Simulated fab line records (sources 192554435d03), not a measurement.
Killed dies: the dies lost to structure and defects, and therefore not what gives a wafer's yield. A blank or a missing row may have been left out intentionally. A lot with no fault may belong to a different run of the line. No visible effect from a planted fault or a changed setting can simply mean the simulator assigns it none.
fab line records ; flow n5_finfet
[record] lots = 11; wafers = 32; last_day = 18
route steps=1938 shown BEOL_M14@1756 BEOL_M15@1773
lots that met no fault: from a run of the same line without faults
start_h: hours from the record's first day to the start of the lot's first wafer shown ; wait_h: hours from the lot's prior step to this one ; " as in the row above ; L1.1+2: a single row standing in for several wafers ; - no value, or no start given ; * or withheld: withheld ; < > ~ a bound
route shown NAME@n: a module of which the file shows steps, and the number in the route of the first ; usual: the fault-free wafers' mean and standard deviation ; same: alike in all rows ; chamber/n: place in a boat ; sites: each site's reading ; _std_site: their standard deviation ; _edge_site: the outer-site mean with the inner-site mean subtracted ; radius_mm: how far each site lies from the wafer's centre ; mask NAME#n: copy n ; behind: tool/chamber where the wafer was last shaped ; hold: why the lot was held/for how many hours/how that ended ; device: the transistor (n, p or np) that didn't switch ; end of line: tests of these same wafers at the route's end ; for a step that has no rows: nothing shown but its recipe ; killed: dies lost to structure and defects at the first sort, not the wafer's yield ; map: a wafer's dies, x killed, . not, _ none there
set.NAME: the setting the step ran with; set.NAME@STEP: the setting that earlier step ran with ; model.NAME: the simulator's own value behind a step, which no gauge read
a sample of lots followed through the steps of the route, with each step as a table and each wafer as a row
services: when a tool's chamber went out of use (start_h, in hours from the record's first day, below 0 if earlier), for how many hours, and the reason
[[steps]]
[step N5_BEOL_M14_STRIP_37]
[recipe] chemistry = O2; power_w = 600; temp_c = 60; pressure_mtorr = 30; rf_frequency_hz = 6e+07; bias_power_w = 0; overash_fraction = 0.3; o2_flow_sccm = 225
[usual] drypump_motor_current_A = 5.4/0.38; oes_product_au = 0.77/0.089; rf_vpp_V = 3.6/0.92; showerhead_plenum_p_Torr = 2.09/0.083; throttle_valve_pct = 16.61/0.16
lot.wafer;tool;chamber;start_h;wait_h;drypump_motor_current_A;oes_product_au;rf_hours_counter_h;rf_vpp_V;showerhead_plenum_p_Torr;throttle_valve_pct
L853.1;rie_diel-02;0;245.50;1.6;5.7;0.70;225;2.5;1.98;16.70
L853.2;rie_diel-02;2;245.50;1.6;5.9;0.69;224;3.5;2.15;16.86
L853.3;rie_diel-02;1;245.50;1.6;5.0;0.83;59;4.2;2.14;16.49
L856.3;rie_diel-05;2;254.05;1.0;5.9;0.69;222;4.0;2.17;16.75
L856.4;rie_diel-05;3;254.05;1.0;5.8;0.85;-;4.1;2.20;16.39
L856.6;rie_diel-05;2;254.05;1.0;5.9;0.70;-;3.3;2.17;16.71
L855.3;rie_diel-05;1;256.10;0.0;5.5;0.73;214;3.2;1.97;16.73
L855.4;rie_diel-05;3;256.10;0.0;5.7;0.87;42;3.6;2.20;16.44
L855.6;rie_diel-05;1;256.10;0.0;5.5;0.73;-;2.4;1.97;16.69
L857.2;rie_diel-05;2;271.39;0.3;5.9;0.69;229;3.7;2.17;16.75
L857.4;rie_diel-05;1;271.39;0.3;5.5;0.72;219;2.4;1.96;16.73
L858.3;rie_diel-02;3;271.47;0.2;5.4;0.85;71;2.4;2.12;16.58
L858.4;rie_diel-02;2;271.47;0.2;5.9;0.69;233;3.8;2.14;16.86
L858.6;rie_diel-02;3;271.47;0.2;5.3;0.85;-;4.8;2.12;16.58
L859.1;rie_diel-04;0;281.87;2.3;5.9;0.68;228;2.0;1.97;16.84
L859.4;rie_diel-04;2;281.87;2.3;4.8;0.83;75;1.7;2.04;16.67
L859.6;rie_diel-04;1;281.87;2.3;5.3;0.69;-;4.1;2.14;16.93
L867.2;rie_diel-05;0;323.59;0.1;5.0;0.73;125;2.8;2.10;16.36
L867.5;rie_diel-05;2;323.59;0.1;5.9;0.68;-;3.1;2.16;16.79
L867.6;rie_diel-05;1;323.59;0.1;5.5;0.70;-;3.2;1.96;16.76
L870.1;rie_diel-05;3;352.16;2.4;5.7;0.81;79;2.4;2.19;16.49
L870.3;rie_diel-05;2;352.16;2.4;5.9;0.66;250;4.0;2.16;16.77
L870.4;rie_diel-05;1;352.16;2.4;5.5;0.68;250;3.4;1.96;16.77
L875.1;rie_diel-02;1;371.43;0.8;5.0;0.77;110;6.0;2.13;16.57
L875.2;rie_diel-02;3;371.43;0.8;5.4;0.81;105;3.7;2.10;16.61
L875.4;rie_diel-02;1;371.43;0.8;5.0;0.78;-;3.7;2.13;16.56
L874.2;rie_diel-05;2;373.40;1.0;5.9;1.01;0;3.6;2.16;16.37
L874.4;rie_diel-05;2;373.40;1.0;5.9;1.02;-;3.2;2.16;16.35
L874.5;rie_diel-05;3;373.40;1.0;5.7;0.81;-;5.3;2.19;16.51
L876.4;rie_diel-02;0;398.00;1.5;5.7;0.97;7;3.0;2.23;16.30
L876.5;rie_diel-02;1;398.00;1.5;5.0;0.78;-;2.9;2.12;16.55
L876.6;rie_diel-02;2;398.00;1.5;5.9;0.91;-;5.1;2.13;16.47
[step N5_BEOL_M14_DEGAS_41]
[recipe] ambient = vacuum; temp_c = 300; time_s = 60
[usual] heater_power_w = 491/91
lot.wafer;tool;chamber;start_h;wait_h;heater_power_w
L853.1;pvd_sputter-01;-;246.16;0.4;478
L853.2;pvd_sputter-01;-;246.16;0.4;440
L853.3;pvd_sputter-01;-;246.16;0.4;404
L856.3;pvd_sputter-02;-;255.24;1.0;593
L856.4;pvd_sputter-02;-;255.24;1.0;571
L856.6;pvd_sputter-02;-;255.24;1.0;385
L855.3;pvd_sputter-03;-;256.81;0.5;385
L855.4;pvd_sputter-03;-;256.81;0.5;433
L855.6;pvd_sputter-03;-;256.81;0.5;473
L857.2;pvd_sputter-02;-;271.80;0.2;521
L857.4;pvd_sputter-02;-;271.80;0.2;382
L858.3;pvd_sputter-02;-;272.24;0.5;388
L858.4;pvd_sputter-02;-;272.24;0.5;573
L858.6;pvd_sputter-02;-;272.24;0.5;507
L859.1;pvd_sputter-02;-;282.36;0.3;562
L859.4;pvd_sputter-02;-;282.36;0.3;518
L859.6;pvd_sputter-02;-;282.36;0.3;596
L867.2;pvd_sputter-03;-;324.14;0.3;440
L867.5;pvd_sputter-03;-;324.14;0.3;425
L867.6;pvd_sputter-03;-;324.14;0.3;677
L870.1;pvd_sputter-03;-;352.63;0.2;659
L870.3;pvd_sputter-03;-;352.63;0.2;377
L870.4;pvd_sputter-03;-;352.63;0.2;464
L875.1;pvd_sputter-02;-;372.00;0.3;522
L875.2;pvd_sputter-02;-;372.00;0.3;380
L875.4;pvd_sputter-02;-;372.00;0.3;551
L874.2;pvd_sputter-03;-;374.05;0.4;434
L874.4;pvd_sputter-03;-;374.05;0.4;383
L874.5;pvd_sputter-03;-;374.05;0.4;377
L876.4;pvd_sputter-01;-;398.42;0.2;470
L876.5;pvd_sputter-01;-;398.42;0.2;452
L876.6;pvd_sputter-01;-;398.42;0.2;457
[step N5_BEOL_M14_INSPECT_55]
[recipe] inspect_instrument = darkfield; mode = post_dep
[usual] raw_defect_count = 75/30
lot.wafer;tool;chamber;start_h;wait_h;raw_defect_count
L853.1;defect_inspect-01;-;247.72;0.0;53
L853.2;defect_inspect-01;-;247.72;0.0;60
L853.3;defect_inspect-01;-;247.72;0.0;58
L856.3;defect_inspect-02;-;256.54;0.0;48
L856.4;defect_inspect-02;-;256.54;0.0;37
L856.6;defect_inspect-02;-;256.54;0.0;41
L855.3;defect_inspect-02;-;258.43;0.0;120
L855.4;defect_inspect-02;-;258.43;0.0;54
L855.6;defect_inspect-02;-;258.43;0.0;67
L857.2;defect_inspect-02;-;273.88;0.0;35
L857.4;defect_inspect-02;-;273.88;0.0;26
L858.3;defect_inspect-01;-;274.11;0.0;71
L858.4;defect_inspect-01;-;274.11;0.0;44
L858.6;defect_inspect-01;-;274.11;0.0;66
L859.1;defect_inspect-01;-;283.90;0.0;56
L859.4;defect_inspect-01;-;283.90;0.0;94
L859.6;defect_inspect-01;-;283.90;0.0;60
L867.2;defect_inspect-01;-;326.00;0.0;86
L867.5;defect_inspect-01;-;326.00;0.0;102
L867.6;defect_inspect-01;-;326.00;0.0;59
L870.1;defect_inspect-02;-;353.92;0.0;32
L870.3;defect_inspect-02;-;353.92;0.0;61
L870.4;defect_inspect-02;-;353.92;0.0;39
L875.1;defect_inspect-01;-;373.29;0.0;64
L875.2;defect_inspect-01;-;373.29;0.0;60
L875.4;defect_inspect-01;-;373.29;0.0;62
L874.2;defect_inspect-01;-;375.35;0.0;84
L874.4;defect_inspect-01;-;375.35;0.0;64
L874.5;defect_inspect-01;-;375.35;0.0;51
L876.4;defect_inspect-01;-;399.82;0.0;66
L876.5;defect_inspect-01;-;399.82;0.0;75
L876.6;defect_inspect-01;-;399.82;0.0;74
[step N5_BEOL_M15_ILD_DEP_00]
[recipe] material = SiO2; target_thk_a = 16293; temp_c = 400; precursor = TEOS/O2; pressure_torr = 6.5; rf_w = 900; teos_flow_sccm = 161.4; gas = O2; flow_sccm = 2650; time_s = 346.1
[usual] heater_power_w = 479/84; showerhead_plenum_p_Torr = 8.36/0.046; susceptor_temp_C = 400.02/0.19; throttle_valve_pct = 18.5/0.85
lot.wafer;tool;chamber;start_h;wait_h;heater_power_w;showerhead_plenum_p_Torr;susceptor_temp_C;throttle_valve_pct
L853.1;pecvd-03;1;247.76;0.0;492;8.31;400.13;19.8
L853.2;pecvd-03;2;247.76;0.0;475;8.36;400.13;18.0
L853.3;pecvd-03;0;247.76;0.0;524;8.41;399.94;18.5
L856.3;pecvd-03;2;256.57;0.0;446;8.37;399.51;18.3
L856.4;pecvd-03;1;256.57;0.0;378;8.31;400.05;19.6
L856.6;pecvd-03;0;256.57;0.0;448;8.40;400.15;18.3
L855.3;pecvd-04;2;258.47;0.0;488;8.34;400.09;16.8
L855.4;pecvd-04;0;258.47;0.0;572;8.32;399.95;18.6
L855.6;pecvd-04;2;258.47;0.0;342;8.35;399.89;16.7
L857.2;pecvd-03;1;273.92;0.0;502;8.30;400.49;19.4
L857.4;pecvd-03;2;273.92;0.0;404;8.36;385.57;18.1
L858.3;pecvd-04;2;274.14;0.0;386;8.35;400.01;16.8
L858.4;pecvd-04;2;274.14;0.0;441;8.37;399.97;16.9
L858.6;pecvd-04;0;274.14;0.0;597;8.33;400.02;18.5
L859.1;pecvd-03;2;283.94;0.0;353;8.36;385.20;18.4
L859.4;pecvd-03;1;283.94;0.0;377;8.31;400.32;19.5
L859.6;pecvd-03;1;283.94;0.0;460;8.30;399.76;19.8
L867.2;pecvd-04;1;326.04;0.0;421;8.45;399.94;18.6
L867.5;pecvd-04;1;326.04;0.0;521;8.44;400.11;18.7
L867.6;pecvd-04;2;326.04;0.0;359;8.36;399.96;16.8
L870.1;pecvd-03;0;353.96;0.0;526;8.41;400.17;18.5
L870.3;pecvd-03;2;353.96;0.0;382;8.36;399.99;18.4
L870.4;pecvd-03;2;353.96;0.0;466;8.36;399.99;18.2
L875.1;pecvd-03;2;373.33;0.0;455;8.37;400.29;18.3
L875.2;pecvd-03;1;373.33;0.0;430;8.32;400.04;19.3
L875.4;pecvd-03;2;373.33;0.0;356;8.35;400.06;18.4
L874.2;pecvd-03;2;375.38;0.0;456;8.36;399.93;18.0
L874.4;pecvd-03;1;375.38;0.0;507;8.32;399.76;19.3
L874.5;pecvd-03;0;375.38;0.0;457;8.41;399.95;18.5
L876.4;pecvd-03;2;399.96;0.1;362;8.36;399.81;18.2
L876.5;pecvd-03;1;399.96;0.1;369;8.31;400.01;19.4
L876.6;pecvd-03;0;399.96;0.1;447;8.38;400.14;18.6
[step N5_BEOL_M15_THK_MEAS_01]
[recipe] reads = SiO2_of_BEOL_M15_ILD_DEP_00
[usual] M15_ILD_THK = 1634/22
lot.wafer;tool;chamber;start_h;wait_h;M15_ILD_THK[nm]
L853.1;film_metro-02;-;248.01;0.1;1611
L853.2;film_metro-02;-;248.01;0.1;1620
L853.3;film_metro-02;-;248.01;0.1;1616
L856.3;film_metro-01;-;256.82;0.1;1637
L856.4;film_metro-01;-;256.82;0.1;1634
L856.6;film_metro-01;-;256.82;0.1;1657
L855.3;film_metro-01;-;258.72;0.1;1632
L855.4;film_metro-01;-;258.72;0.1;1640
L855.6;film_metro-01;-;258.72;0.1;1676
L857.2;film_metro-02;-;274.28;0.3;1613
L857.4;film_metro-02;-;274.28;0.3;1797
L858.3;film_metro-02;-;274.39;0.1;1649
L858.4;film_metro-02;-;274.39;0.1;1660
L858.6;film_metro-02;-;274.39;0.1;1622
L859.1;film_metro-02;-;284.30;0.2;1802
L859.4;film_metro-02;-;284.30;0.2;1642
L859.6;film_metro-02;-;284.30;0.2;1650
L867.2;film_metro-01;-;326.29;0.1;1626
L867.5;film_metro-01;-;326.29;0.1;1639
L867.6;film_metro-01;-;326.29;0.1;1678
L870.1;film_metro-01;-;354.21;0.1;1612
L870.3;film_metro-01;-;354.21;0.1;1623
L870.4;film_metro-01;-;354.21;0.1;1656
L875.1;film_metro-02;-;373.58;0.1;1630
L875.2;film_metro-02;-;373.58;0.1;1623
L875.4;film_metro-02;-;373.58;0.1;1651
L874.2;film_metro-01;-;375.63;0.1;1611
L874.4;film_metro-01;-;375.63;0.1;1651
L874.5;film_metro-01;-;375.63;0.1;1645
L876.4;film_metro-01;-;400.11;0.0;1639
L876.5;film_metro-01;-;400.11;0.0;1648
L876.6;film_metro-01;-;400.11;0.0;1640
[[services]]
tool;chamber;start_h;hours;kind
rie_diel-05;1;253.43;2.5;repair
pecvd-03;0;271.09;16.5;scheduled_down
rie_diel-02;-;273.16;0.6;repair
rie_diel-05;-;278.82;0.5;repair
rie_diel-05;2;282.21;3.3;repair
rie_diel-02;3;310.74;16.3;repair
pecvd-04;-;314.96;6.0;pm
rie_diel-02;2;327.39;-;clean
rie_diel-02;2;327.39;-;consumable_replace:focus_ring
rie_diel-02;2;327.39;35.9;scheduled_down
rie_diel-04;0;330.12;3.0;repair
rie_diel-05;2;333.81;16.7;repair
rie_diel-04;3;346.95;4.0;repair
rie_diel-05;2;354.23;-;clean
rie_diel-05;2;354.23;-;consumable_replace:focus_ring
rie_diel-05;2;354.23;18.1;scheduled_down
rie_diel-05;2;354.23;18.1;vent_cycle
rie_diel-05;-;364.22;2.8;pm
rie_diel-05;1;372.37;-;clean
rie_diel-05;1;372.37;-;consumable_replace:focus_ring
rie_diel-05;1;372.37;-;consumable_replace:showerhead
pecvd-03;0;379.52;2.1;scheduled_down
pvd_sputter-01;-;379.91;1.3;repair
pecvd-04;-;388.65;1.0;repair
[[key]]
[first_sign] step = N5_BEOL_M15_ILD_DEP_00; reading = susceptor_temp_C; direction = down; sigmas = 76; usual = *; struck = *
[effect] step = N5_BEOL_M15_THK_MEAS_01; reading = M15_ILD_THK; direction = up; sigmas = 7.5; usual = 1634; struck = 1800
met_at N5_BEOL_M15_ILD_DEP_00
struck_lots L857,L859
struck_wafers L857.4,L859.1
not_acting_at N5_BEOL_M14_STRIP_37,N5_BEOL_M14_DEGAS_41,N5_BEOL_M14_INSPECT_55
onset_between 256.57 273.92
[fault] kind = process_parameter_drift; tool = pecvd-03; chamber = 2; onset_h = 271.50; steps = N5_BEOL_M15_ILD_DEP_00; channel = temp_c; offset = *; shape = step; end_h = 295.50; acts_in = *; stated = *
